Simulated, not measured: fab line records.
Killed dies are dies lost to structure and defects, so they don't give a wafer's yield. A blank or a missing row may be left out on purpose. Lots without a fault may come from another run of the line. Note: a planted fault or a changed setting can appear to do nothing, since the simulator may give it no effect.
Chamber matching / flow nand_harc / pecvd-01 running NHARC_A_M1_PRE_CLEAN_32: 3 sister chambers
The step time 12 s. 16 wafers are shown with their chamber, then 8 later ones without.

## EACH WAFER AND ITS CHAMBER
wafer=L276.1; chamber=1; heater_power_w (W)=617
wafer=L276.3; chamber=2; heater_power_w (W)=596
wafer=L276.4; chamber=0; heater_power_w (W)=819
wafer=L286.3; chamber=2; heater_power_w (W)=582
wafer=L286.4; chamber=0; heater_power_w (W)=807
wafer=L286.5; chamber=2; heater_power_w (W)=573
wafer=L285.2; chamber=0; heater_power_w (W)=839
wafer=L285.3; chamber=2; heater_power_w (W)=496
wafer=L285.6; chamber=0; heater_power_w (W)=820
wafer=L290.1; chamber=1; heater_power_w (W)=587
wafer=L290.5; chamber=2; heater_power_w (W)=603
wafer=L290.6; chamber=1; heater_power_w (W)=579
wafer=L291.3; chamber=0; heater_power_w (W)=809
wafer=L291.4; chamber=2; heater_power_w (W)=590
wafer=L291.6; chamber=0; heater_power_w (W)=813
wafer=L292.1; chamber=1; heater_power_w (W)=694

SIGNATURES (means of the wafers above)
reading=heater_power_w; chamber 0=817.83; chamber 1=619.25; chamber 2=573.33; scatter within a chamber=35.8
Rule: a wafer lies at a distance from a chamber equal to the root of the sum of squares, over the readings, of (its reading less the chamber's mean, divided by the reading's scatter). The wafer belongs to the nearest chamber; if the next one is less than 2 further off, it can't be placed. How the scatter is found: for the shown wafers, subtract from each reading the mean of its chamber, square and add these, divide the total by (wafers less chambers), then take the root.

## WAFERS WITHOUT THEIR CHAMBER
wafer=L292.3; heater_power_w (W)=795
wafer=L292.6; heater_power_w (W)=805
wafer=L293.3; heater_power_w (W)=534
wafer=L293.5; heater_power_w (W)=567
wafer=L293.6; heater_power_w (W)=563
wafer=L297.2; heater_power_w (W)=601
wafer=L297.3; heater_power_w (W)=553
wafer=L297.5; heater_power_w (W)=547

## EACH ONE'S CHAMBER
wafer=L292.3; from the rows above=0; in truth=0
wafer=L292.6; from the rows above=0; in truth=0
wafer=L293.3; from the rows above=can't be placed: 2 or 1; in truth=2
wafer=L293.5; from the rows above=can't be placed: 2 or 1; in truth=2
wafer=L293.6; from the rows above=can't be placed: 2 or 1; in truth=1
wafer=L297.2; from the rows above=can't be placed: 1 or 2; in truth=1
wafer=L297.3; from the rows above=can't be placed: 2 or 1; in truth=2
wafer=L297.5; from the rows above=can't be placed: 2 or 1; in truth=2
Placed correctly: 2 of 8. Can't be placed from these rows: 6 (the true chamber is among the candidates in 6). 0 placed wrongly.
